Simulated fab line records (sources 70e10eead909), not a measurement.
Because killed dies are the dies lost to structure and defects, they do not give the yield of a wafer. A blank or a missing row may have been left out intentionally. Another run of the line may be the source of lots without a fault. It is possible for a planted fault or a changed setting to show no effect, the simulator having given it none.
Chamber matching || flow nand harc || ald hk-03 running NHARC_A_STAIRCASE_ALD_415: 4 sister chambers
The step deposits SiO2, target thk 30 nm, pulse time 6 s, ald cycles 300. 4 wafers are shown with their chamber, then 10 later ones without.

== WAFERS, EACH WITH ITS CHAMBER ==
{"wafer": "L091.3", "chamber": 2, "heater power w (W)": 421}
{"wafer": "L091.4", "chamber": 1, "heater power w (W)": 421}
{"wafer": "L094.2", "chamber": 0, "heater power w (W)": 457}
{"wafer": "L094.5", "chamber": 3, "heater power w (W)": 539}

== WAFERS WITH NO CHAMBER GIVEN ==
{"wafer": "L094.6", "heater power w (W)": 449}
{"wafer": "L093.1", "heater power w (W)": 451}
{"wafer": "L093.5", "heater power w (W)": 444}
{"wafer": "L093.6", "heater power w (W)": 550}
{"wafer": "L096.1", "heater power w (W)": 445}
{"wafer": "L096.5", "heater power w (W)": 449}
{"wafer": "L096.6", "heater power w (W)": 556}
{"wafer": "L097.1", "heater power w (W)": 550}
{"wafer": "L097.2", "heater power w (W)": 453}
{"wafer": "L097.6", "heater power w (W)": 437}

== WHICH CHAMBER EACH ONE RAN IN ==
{"wafer": "L094.6", "from the rows above": "can't be placed: 0 or 1 or 2", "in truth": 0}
{"wafer": "L093.1", "from the rows above": 0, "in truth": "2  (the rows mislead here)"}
{"wafer": "L093.5", "from the rows above": "can't be placed: 0 or 1 or 2", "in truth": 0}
{"wafer": "L093.6", "from the rows above": 3, "in truth": 3}
{"wafer": "L096.1", "from the rows above": "can't be placed: 0 or 1 or 2", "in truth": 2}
{"wafer": "L096.5", "from the rows above": "can't be placed: 0 or 1 or 2", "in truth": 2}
{"wafer": "L096.6", "from the rows above": 3, "in truth": 3}
{"wafer": "L097.1", "from the rows above": 3, "in truth": 3}
{"wafer": "L097.2", "from the rows above": 0, "in truth": 0}
{"wafer": "L097.6", "from the rows above": "can't be placed: 1 or 2 or 0", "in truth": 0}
Correctly placed: 4 of 10. Can't be placed from these rows: 5 (the true chamber is among the candidates in 5). 1 placed wrongly.
How it was worked out, from the rows above alone: a wafer's distance from a chamber is the root of the sum, over the readings, of the square of ((its reading less the chamber's mean) divided by the reading's scatter). The wafer belongs to the nearest chamber; if the next one is less than 2 further off, it can't be placed. A chamber's mean is the mean of its shown wafers. The scatter: root of mean squared gap, hidden wafer to nearest shown wafer, with one shown wafer a chamber.
